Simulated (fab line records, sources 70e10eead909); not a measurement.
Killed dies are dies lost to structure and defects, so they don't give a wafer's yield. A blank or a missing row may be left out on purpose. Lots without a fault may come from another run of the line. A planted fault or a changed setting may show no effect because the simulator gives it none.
Chamber matching | flow nand_harc | NHARC_P_M1_DEP_33 on pecvd-03: 3 sister chambers
The step deposits SiCN, target thk 30 nm. 3 wafers are shown with their chamber, then 12 later ones without.

WAFERS WITH THEIR CHAMBER
wafer  | chamber | heater_power_w (W)
L089.1 | 1       | 529
L089.2 | 2       | 502
L089.5 | 0       | 649

WAFERS WITHOUT THEIR CHAMBER
wafer  | heater_power_w (W)
L092.2 | 505
L092.3 | 664
L092.6 | 494
L091.1 | 526
L091.4 | 563
L091.6 | 542
L094.2 | 544
L094.5 | 641
L094.6 | 547
L094.1 | 525
L094.3 | 646
L094.4 | 509

WHICH CHAMBER EACH WENT THROUGH
wafer  | from the rows above     | in truth
L092.2 | can't be placed: 2 or 1 | 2
L092.3 | 0                       | 0
L092.6 | can't be placed: 2 or 1 | 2
L091.1 | can't be placed: 1 or 2 | 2
L091.4 | can't be placed: 1 or 2 | 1
L091.6 | can't be placed: 1 or 2 | 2
L094.2 | can't be placed: 1 or 2 | 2
L094.5 | 0                       | 0
L094.6 | can't be placed: 1 or 2 | 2
L094.1 | can't be placed: 1 or 2 | 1
L094.3 | 0                       | 0
L094.4 | can't be placed: 2 or 1 | 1
Placed correctly: 3 of 12. Can't be placed from these rows: 9 (the true chamber is among the candidates in 9). Placed wrongly: 0.
How it was worked out, from the rows above alone: a wafer's distance from a chamber is the root of the sum, over the readings, of the square of ((its reading less the chamber's mean) divided by the reading's scatter). The wafer belongs to the nearest chamber; if the next one is less than 2 further off, it can't be placed. A chamber's mean is the mean of its shown wafers. The scatter: with one shown wafer a chamber, the root of the mean of the squares of how far each hidden wafer lies from its nearest shown one.
